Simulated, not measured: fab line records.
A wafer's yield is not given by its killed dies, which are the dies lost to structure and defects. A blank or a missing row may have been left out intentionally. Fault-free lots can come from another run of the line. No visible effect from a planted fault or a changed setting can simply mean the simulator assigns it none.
Matching of chambers :: flow nand-harc :: rie-diel-12 running NHARC_A_SGD_CUT_ETCHBACK_24: 4 sister chambers
The step etches the open film in CH3F/O2, target depth 50 nm, time 92.857 s. 14 wafers are shown with their chamber, then 7 later ones without.

== WAFERS PAIRED WITH THEIR CHAMBERS ==
wafer: L077.1
chamber: 2
showerhead-plenum-p-Torr (Torr): 2.37
drypump-motor-current-A (A): 5.3
rf-vpp-V (V): 243.6

wafer: L077.4
chamber: 3
showerhead-plenum-p-Torr (Torr): 2.63
drypump-motor-current-A (A): 5.9
rf-vpp-V (V): 247.0

wafer: L077.6
chamber: 0
showerhead-plenum-p-Torr (Torr): 2.39
drypump-motor-current-A (A): 5.4
rf-vpp-V (V): 242.6

wafer: L079.4
chamber: 2
showerhead-plenum-p-Torr (Torr): 2.37
drypump-motor-current-A (A): 5.2
rf-vpp-V (V): 242.2

wafer: L079.5
chamber: 2
showerhead-plenum-p-Torr (Torr): 2.37
drypump-motor-current-A (A): 5.3
rf-vpp-V (V): 242.7

wafer: L079.6
chamber: 1
showerhead-plenum-p-Torr (Torr): 2.52
drypump-motor-current-A (A): 6.3
rf-vpp-V (V): 245.4

wafer: L085.1
chamber: 0
showerhead-plenum-p-Torr (Torr): 2.39
drypump-motor-current-A (A): 5.4
rf-vpp-V (V): 242.6

wafer: L085.2
chamber: 1
showerhead-plenum-p-Torr (Torr): 2.52
drypump-motor-current-A (A): 6.4
rf-vpp-V (V): 244.1

wafer: L085.6
chamber: 0
showerhead-plenum-p-Torr (Torr): 2.39
drypump-motor-current-A (A): 5.4
rf-vpp-V (V): 242.7

wafer: L088.1
chamber: 3
showerhead-plenum-p-Torr (Torr): 2.63
drypump-motor-current-A (A): 5.9
rf-vpp-V (V): 245.3

wafer: L088.2
chamber: 1
showerhead-plenum-p-Torr (Torr): 2.51
drypump-motor-current-A (A): 6.4
rf-vpp-V (V): 245.1

wafer: L088.4
chamber: 2
showerhead-plenum-p-Torr (Torr): 2.36
drypump-motor-current-A (A): 5.3
rf-vpp-V (V): 243.0

wafer: L093.1
chamber: 1
showerhead-plenum-p-Torr (Torr): 2.51
drypump-motor-current-A (A): 6.3
rf-vpp-V (V): 244.6

wafer: L093.2
chamber: 3
showerhead-plenum-p-Torr (Torr): 2.63
drypump-motor-current-A (A): 5.9
rf-vpp-V (V): 246.3

SIGNATURES, as means of the wafers listed above
reading: showerhead-plenum-p-Torr
chamber 0: 2.3900
chamber 1: 2.5150
chamber 2: 2.3675
chamber 3: 2.6300
scatter within a chamber: 0.00418

reading: drypump-motor-current-A
chamber 0: 5.400
chamber 1: 6.350
chamber 2: 5.275
chamber 3: 5.900
scatter within a chamber: 0.0418

reading: rf-vpp-V
chamber 0: 242.633
chamber 1: 244.800
chamber 2: 242.875
chamber 3: 246.200
scatter within a chamber: 0.589
Rule: distance of a wafer from a chamber = root of the sum over the readings of ((wafer's reading minus chamber's mean) / reading's scatter) squared. If the next closest chamber is less than 2 further off than the closest, the wafer can't be placed; otherwise it belongs to the closest. The scatter: take each reading less its chamber's mean, square it, sum over the shown wafers, divide by the number of wafers less the number of chambers, and take the root.

== WAFERS WITH NO CHAMBER GIVEN ==
wafer: L093.6
showerhead-plenum-p-Torr (Torr): 2.36
drypump-motor-current-A (A): 5.3
rf-vpp-V (V): 243.1

wafer: L091.4
showerhead-plenum-p-Torr (Torr): 2.36
drypump-motor-current-A (A): 5.3
rf-vpp-V (V): 243.3

wafer: L091.5
showerhead-plenum-p-Torr (Torr): 2.39
drypump-motor-current-A (A): 5.4
rf-vpp-V (V): 243.4

wafer: L091.6
showerhead-plenum-p-Torr (Torr): 2.63
drypump-motor-current-A (A): 5.9
rf-vpp-V (V): 247.1

wafer: L090.1
showerhead-plenum-p-Torr (Torr): 2.63
drypump-motor-current-A (A): 5.9
rf-vpp-V (V): 246.8

wafer: L090.2
showerhead-plenum-p-Torr (Torr): 2.36
drypump-motor-current-A (A): 5.3
rf-vpp-V (V): 242.1

wafer: L090.6
showerhead-plenum-p-Torr (Torr): 2.63
drypump-motor-current-A (A): 5.9
rf-vpp-V (V): 247.3

== WHICH CHAMBER EACH WENT THROUGH ==
wafer: L093.6
from the rows above: 2
in truth: 2

wafer: L091.4
from the rows above: 2
in truth: 2

wafer: L091.5
from the rows above: 0
in truth: 0

wafer: L091.6
from the rows above: 3
in truth: 3

wafer: L090.1
from the rows above: 3
in truth: 3

wafer: L090.2
from the rows above: 2
in truth: 2

wafer: L090.6
from the rows above: 3
in truth: 3
7 of 7 placed correctly. Number that these rows cannot place: 0. Wrongly placed: 0.
